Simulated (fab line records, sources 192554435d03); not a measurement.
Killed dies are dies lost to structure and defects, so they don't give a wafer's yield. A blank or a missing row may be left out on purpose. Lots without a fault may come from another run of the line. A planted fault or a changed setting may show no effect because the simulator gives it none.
Which tool did it? | flow n5_finfet | 13 lots, 39 wafers sampled, at 4 steps of a route of 1938

WHAT THE GAUGES READ, wafer by wafer
N5_STI_FIN_REVEAL_FIN_H_MEAS_10. Usual: trench_depth_nm 52.1 nm, standard deviation 0.62.
lot  | measured    | on     | trench_depth_nm (nm) | flag
L596 | day 3 01:32 | ocd-02 | 51.4 52.3 50.9       |
L599 | day 3 20:50 | ocd-02 | 52.7 52.7 52.0       |
L600 | day 4 01:16 | ocd-02 | 52.1 51.8 52.0       |
L602 | day 4 13:38 | ocd-02 | 51.3 50.9 52.1       |
L603 | day 4 19:22 | ocd-02 | 52.8 52.7 52.8       |
L606 | day 5 13:51 | ocd-01 | 54.4 55.6 55.2       | OFF
L607 | day 5 19:38 | ocd-01 | 56.3 55.9 55.8       | OFF
L609 | day 6 09:53 | ocd-02 | 56.4 55.8 56.1       | OFF
L610 | day 6 15:16 | ocd-01 | 56.5 56.9 55.9       | OFF
L612 | day 7 03:13 | ocd-01 | 52.5 52.2 51.9       |
L613 | day 7 06:43 | ocd-02 | 52.2 51.5 50.7       |
L614 | day 7 13:26 | ocd-02 | 51.4 51.5 52.2       |
L615 | day 7 20:22 | ocd-01 | 52.7 53.6 51.9       |

WHICH TOOL RAN EACH LOT (tool, then ch and the chambers of the sampled wafers, then the start)
lot  | N5_FIN_CUT_CUT_ETCH_27            | N5_STI_FIN_REVEAL_ALD_00         | N5_STI_FIN_REVEAL_RECESS_09
L596 | rie_diel-06 ch 1,2,3, day 2 15:48 | ald_sin-04 ch 1,2,3, day 2 16:20 | vapor_etch-02 ch 0,1, day 2 23:22
L599 | rie_diel-03 ch 1,2, day 3 10:38   | ald_sin-04 ch 0,2,3, day 3 12:00 | vapor_etch-01 ch 0,1, day 3 18:08
L600 | rie_diel-06 ch 1,2,3, day 3 15:21 | ald_sin-01 ch 0,1,3, day 3 15:49 | vapor_etch-01 ch 0,1, day 3 22:02
L602 | rie_diel-06 ch 1,2, day 4 04:36   | ald_sin-02 ch 1,2,3, day 4 05:04 | vapor_etch-02 ch 0,1, day 4 11:28
L603 | rie_diel-06 ch 0,2,3, day 4 10:12 | ald_sin-02 ch 0,1,3, day 4 10:45 | vapor_etch-02 ch 0,1, day 4 17:11
L606 | rie_diel-06 ch 1,2,3, day 5 04:40 | ald_sin-04 ch 0,1,2, day 5 05:07 | vapor_etch-02 ch 0,1, day 5 11:07
L607 | rie_diel-06 ch 1,3, day 5 10:19   | ald_sin-04 ch 1,2, day 5 10:54   | vapor_etch-02 ch 1, day 5 16:55
L609 | rie_diel-06 ch 1,2,3, day 6 00:29 | ald_sin-04 ch 0,1, day 6 00:59   | vapor_etch-02 ch 0,1, day 6 07:41
L610 | rie_diel-06 ch 1,2,3, day 6 05:50 | ald_sin-01 ch 0,1,3, day 6 06:42 | vapor_etch-02 ch 1, day 6 12:35
L612 | rie_diel-03 ch 0,1, day 6 17:57   | ald_sin-01 ch 2,3, day 6 18:25   | vapor_etch-01 ch 0,1, day 7 00:30
L613 | rie_diel-06 ch 1,3, day 6 21:27   | ald_sin-01 ch 0,1,3, day 6 21:59 | vapor_etch-01 ch 0,1, day 7 03:52
L614 | rie_diel-05 ch 0,2,3, day 7 03:11 | ald_sin-01 ch 0,1,2, day 7 03:57 | vapor_etch-01 ch 0,1, day 7 11:10
L615 | rie_diel-06 ch 0,3, day 7 10:03   | ald_sin-02 ch 0,1,3, day 7 11:31 | vapor_etch-01 ch 1, day 7 17:34
- N5_FIN_CUT_CUT_ETCH_27: etches SiO2 in CHF3/O2, target depth 4 nm, overetch 2 nm, time 4.9 s.
- N5_STI_FIN_REVEAL_ALD_00: deposits SiO2, target thk 1 nm, pulse time 1 s.
- N5_STI_FIN_REVEAL_RECESS_09: chemistry HF/NH3, target SiO2, afs cycles 11, target depth 42.5 nm, sublimation time 60 s.

WHAT THE TOOLS THEMSELVES READ (means of the sampled wafers that have a number; where no wafer has one, the mark that the record gives instead)
N5_FIN_CUT_CUT_ETCH_27. Usual: drypump_motor_current_A 5.78 A, standard deviation 0.27; oes_product_au 0.63 a.u., standard deviation 0.067; rf_fwd_power_W 644.0 W, standard deviation 2.4; rf_vpp_V 524 V, standard deviation 7.7; showerhead_plenum_p_Torr 2.44 Torr, standard deviation 0.069; throttle_valve_pct 18.76 %, standard deviation 0.25.
lot  | tool        | drypump_motor_current_A (A) | oes_product_au (a.u.) | rf_fwd_power_W (W) | rf_vpp_V (V) | showerhead_plenum_p_Torr (Torr) | throttle_valve_pct (%) | flag
L596 | rie_diel-06 | 5.69                        | 0.67                  | 645.8              | 525          | 2.43                            | 18.65                  |
L599 | rie_diel-03 | 6.12                        | 0.65                  | 644.3              | 526          | 2.53                            | 18.43                  |
L600 | rie_diel-06 | 5.68                        | 0.66                  | 646.1              | 525          | 2.42                            | 18.66                  |
L602 | rie_diel-06 | 5.57                        | 0.62                  | 643.1              | 528          | 2.47                            | 18.79                  |
L603 | rie_diel-06 | 5.93                        | 0.64                  | 645.6              | 522          | 2.39                            | 18.76                  |
L606 | rie_diel-06 | 5.70                        | 0.64                  | 643.8              | 525          | 2.42                            | 18.68                  |
L607 | rie_diel-06 | 5.57                        | 0.65                  | 644.3              | 522          | 2.45                            | 18.64                  |
L609 | rie_diel-06 | 5.70                        | 0.64                  | 643.2              | 525          | 2.41                            | 18.69                  |
L610 | rie_diel-06 | 5.71                        | 0.63                  | 645.8              | 526          | 2.41                            | 18.71                  |
L612 | rie_diel-03 | 6.08                        | 0.63                  | 644.7              | 526          | 2.49                            | 18.49                  |
L613 | rie_diel-06 | 5.54                        | 0.64                  | 644.8              | 521          | 2.44                            | 18.64                  |
L614 | rie_diel-05 | 5.77                        | 0.61                  | 644.4              | 525          | 2.41                            | 18.85                  |
L615 | rie_diel-06 | 6.00                        | 0.61                  | 646.0              | 514          | 2.39                            | 18.82                  |

N5_STI_FIN_REVEAL_ALD_00. Usual: heater_power_w 490 W, standard deviation 47; precursor_pulse_height_rel 1.001, standard deviation 0.019.
lot  | tool       | heater_power_w (W) | precursor_pulse_height_rel | flag
L596 | ald_sin-04 | 480                | 0.999                      |
L599 | ald_sin-04 | 504                | 0.985                      |
L600 | ald_sin-01 | 525                | 0.981                      |
L602 | ald_sin-02 | 463                | 1.010                      |
L603 | ald_sin-02 | 475                | 0.973                      |
L606 | ald_sin-04 | 472                | 0.989                      |
L607 | ald_sin-04 | 452                | 0.991                      |
L609 | ald_sin-04 | 484                | 1.025                      |
L610 | ald_sin-01 | 521                | 0.986                      |
L612 | ald_sin-01 | 550                | 1.008                      |
L613 | ald_sin-01 | 515                | 1.001                      |
L614 | ald_sin-01 | 494                | 0.987                      |
L615 | ald_sin-02 | 474                | 1.012                      |

N5_STI_FIN_REVEAL_RECESS_09. Usual: drypump_motor_current_A 5.78 A, standard deviation 0.25.
lot  | tool          | drypump_motor_current_A (A) | flag
L596 | vapor_etch-02 | 5.72                        |
L599 | vapor_etch-01 | 5.93                        |
L600 | vapor_etch-01 | 5.95                        |
L602 | vapor_etch-02 | 5.54                        |
L603 | vapor_etch-02 | 5.71                        |
L606 | vapor_etch-02 | 5.54                        |
L607 | vapor_etch-02 | 5.36                        |
L609 | vapor_etch-02 | 5.55                        |
L610 | vapor_etch-02 | 5.38                        |
L612 | vapor_etch-01 | 5.98                        |
L613 | vapor_etch-01 | 5.91                        |
L614 | vapor_etch-01 | 5.92                        |
L615 | vapor_etch-01 | 5.99                        |

THE ANSWER, worked out from the rows above alone
Rule: a lot is off if the mean of its wafers that have a number lies more than 3 standard deviations from the usual mean. A lot without any number at a reading at which 4 lots or more have one is off too. The other lots that the step has rows for count as sound. The gauges are gone through in route order, then the tools' own readings, and for those a lot's mean is taken as printed above. The first step at which some lot is off is used, and at that step the reading that is off furthest; a lot without a number counts as furthest.
Off: L606, L607, L609, L610, at N5_STI_FIN_REVEAL_FIN_H_MEAS_10 (trench_depth_nm).
A tool fits if, at a process step before that reading, it ran every lot that is off, and no sound lot after the first of them. The gauges at N5_STI_FIN_REVEAL_FIN_H_MEAS_10 are tried like those tools. One fits: vapor_etch-02 at N5_STI_FIN_REVEAL_RECESS_09. Its last sound lot is L603 (day 4 17:11), its first lot that is off L606 (day 5 11:07): a fault that began between those two fits.

WHAT THE SIMULATOR HAD PUT IN
Process parameter drift: vapor_etch-02, from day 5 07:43 on, at N5_STI_FIN_REVEAL_RECESS_09. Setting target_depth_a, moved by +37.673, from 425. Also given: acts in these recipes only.
Lots struck among those shown: L606, L607, L609, L610. The rule above found the same.
